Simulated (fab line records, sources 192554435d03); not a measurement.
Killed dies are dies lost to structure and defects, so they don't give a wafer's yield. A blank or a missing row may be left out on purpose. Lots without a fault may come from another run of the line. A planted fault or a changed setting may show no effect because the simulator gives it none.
Split-lot experiment | flow n5_finfet | 7 lots, 21 wafers read, on a route of 1938 steps

THE SPLIT
At N5_DUMMY_GATE_ETCH_31 (etches SiO2 in C4F6/O2, target depth 82.5 nm, time 27.5 s), the setting target_depth_a was moved away from the recipe's 825 angstrom on 7 of the 21 wafers read, by -8.7% to +8.6%. The other wafers ran this setting at the recipe's value.

The reading is taken at the split's own step.

THE READING
SOC_of_DUMMY_GATE_COAT_34.thk_nm (the simulator's own value, which no gauge read), in nm, at N5_DUMMY_GATE_ETCH_31 (etches SiO2 in C4F6/O2, target depth 82.5 nm, time 27.5 s). The file gives no usual value for it. The 14 wafers here that ran the recipe average 51.8 nm, standard deviation 0.22 nm.

wafer  | tool, chamber at the split | target_depth_a as run, angstrom | against the recipe | SOC_of_DUMMY_GATE_COAT_34.thk_nm, nm | against lot-mates on the recipe
L074.3 | rie_diel-01, 0             | 752.9                           | -8.7%              | 52.6                                 | +0.6
L074.5 | rie_diel-01, 1             | 825                             | recipe             | 52                                   | -
L074.6 | rie_diel-01, 0             | 752.9                           | -8.7%              | 52.4                                 | +0.4
L076.1 | rie_diel-03, 2             | 878.6                           | +6.5%              | 51.2                                 | -0.6
L076.2 | rie_diel-03, 0             | 825                             | recipe             | 51.8                                 | -
L076.5 | rie_diel-03, 3             | 878.6                           | +6.5%              | 51.2                                 | -0.6
L081.1 | rie_diel-04, 0             | 798.7                           | -3.2%              | 51.8                                 | +0.4
L081.2 | rie_diel-04, 1             | 825                             | recipe             | 51.4                                 | -
L081.6 | rie_diel-04, 2             | 825                             | recipe             | 51.4                                 | -
L083.1 | rie_diel-03, 1             | 825                             | recipe             | 52                                   | -
L083.3 | rie_diel-03, 0             | 825                             | recipe             | 52.2                                 | -
L083.4 | rie_diel-03, 3             | 825                             | recipe             | 51.8                                 | -
L086.2 | rie_diel-04, 3             | 895.9                           | +8.6%              | 51.2                                 | -0.6
L086.5 | rie_diel-04, 0             | 825                             | recipe             | 51.8                                 | -
L086.6 | rie_diel-04, 1             | 825                             | recipe             | 51.8                                 | -
L087.3 | rie_diel-04, 1             | 825                             | recipe             | 51.6                                 | -
L087.4 | rie_diel-04, 1             | 825                             | recipe             | 51.8                                 | -
L087.5 | rie_diel-04, 0             | 825                             | recipe             | 51.8                                 | -
L092.1 | rie_diel-03, 1             | 825                             | recipe             | 52                                   | -
L092.5 | rie_diel-03, 1             | 825                             | recipe             | 52                                   | -
L092.6 | rie_diel-03, 2             | 763                             | -7.5%              | 52.4                                 | +0.4

THE FIT
A straight line over all 21 wafers: SOC_of_DUMMY_GATE_COAT_34.thk_nm changes by -0.0787 nm for each +1% of target_depth_a; r = -0.86; the points scatter about the line by 0.2 nm.
The same after taking each lot's own level away (the mean of its wafers on the recipe; 21 wafers): -0.0692 nm for each +1%; r = -0.94; scatter 0.11 nm.
On that fit, the largest move of target_depth_a shifts the reading by 0.6 nm.
The lots' own levels span 51.40 to 52.00 nm, that is 2.7 times the standard deviation above.
So the lot-to-lot level changes the slope: the two fits differ.
Check: with one of the wafers moved furthest among these (-8.7%) left out of the fit, the line predicts +0.577 nm for it against its lot-mates. It came out at +0.6 nm against them.

OTHER SPLITS ON THESE WAFERS
These wafers also went through other splits before the reading. Each is held against what the fit with the lots' levels taken away leaves over:
other split on the same wafers           | wafers away from the commonest value | r with SOC_of_DUMMY_GATE_COAT_34.thk_nm (lot level and that fit taken away)
N5_PMOS_HMC_CHANNEL_EPI_HM_DEP_34 time_s | 7                                    | +0.04
N5_PMOS_HMC_CHANNEL_EPI_ETCH_32 bias_w   | 3                                    | +0.03
N5_FIN_SAQP_SPACER1_ALD_24 ald_cycles    | 8                                    | -0.15
N5_FIN_CUT_EXPOSE_05 dose_mj             | 5                                    | -0.10
N5_FIN_CUT_ETCH_21 bias_w                | 7                                    | +0.44

THE WHOLE CHAIN: every reading that the file lists as answering this split, in the file's order
step                  | what it does                                              | reading                                                                           | change (the file's fit)                | r (the file's)
N5_DUMMY_GATE_ETCH_31 | etches SiO2 in C4F6/O2, target depth 82.5 nm, time 27.5 s | etch.depth_nm (the simulator's own value, which no gauge read)                    | +0.847 nm for each +1% of the setting  | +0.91
N5_DUMMY_GATE_ETCH_31 | etches SiO2 in C4F6/O2, target depth 82.5 nm, time 27.5 s | SOC_of_DUMMY_GATE_COAT_34.thk_nm (the simulator's own value, which no gauge read) | -0.0683 nm for each +1% of the setting | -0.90

THE FILE'S OWN FIT
SOC_of_DUMMY_GATE_COAT_34.thk_nm changes by -0.0683 nm for each +1% of target_depth_a, r = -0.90.
